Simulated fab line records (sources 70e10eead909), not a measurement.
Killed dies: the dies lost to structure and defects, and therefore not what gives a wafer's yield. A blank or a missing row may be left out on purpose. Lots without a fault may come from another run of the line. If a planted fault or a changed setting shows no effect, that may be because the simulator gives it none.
Chamber matching	flow nandHarc	pecvd-01 running NHARC_A_STAIRCASE_DEP_325: 3 sister chambers
The step deposits SiO2, target thk 3800 nm. 6 wafers are shown with their chamber, then 9 later ones without.

== WAFERS, EACH WITH ITS CHAMBER ==
wafer	chamber	heaterPowerW (W)
L084.3	2	618
L087.5	1	709
L087.6	2	613
L091.2	0	644
L091.3	1	759
L091.4	0	620

== WAFERS MISSING THEIR CHAMBER ==
wafer	heaterPowerW (W)
L093.2	604
L093.3	727
L093.6	691
L095.1	781
L095.2	819
L095.4	702
L097.1	837
L097.2	776
L097.5	696

== CHAMBER TAKEN BY EACH ==
wafer	from the rows above	in truth
L093.2	can't be placed: 2 or 0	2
L093.3	1	1
L093.6	can't be placed: 1 or 0 or 2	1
L095.1	1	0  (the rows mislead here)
L095.2	1	1
L095.4	can't be placed: 1 or 0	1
L097.1	1	1
L097.2	1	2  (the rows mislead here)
L097.5	can't be placed: 1 or 0 or 2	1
Correct placement for 3 of the 9. Not placeable from these rows: 4 (in 4, the candidates include the true chamber). Placed wrongly: 2.
How it was worked out, from the rows above alone: a wafer's distance from a chamber is the root of the sum, over the readings, of the square of ((its reading less the chamber's mean) divided by the reading's scatter). The wafer belongs to the nearest chamber; if the next one is less than 2 further off, it can't be placed. A chamber's mean is the mean of its shown wafers. How the scatter is found: for the shown wafers, subtract from each reading the mean of its chamber, square and add these, divide the total by (wafers less chambers), then take the root.
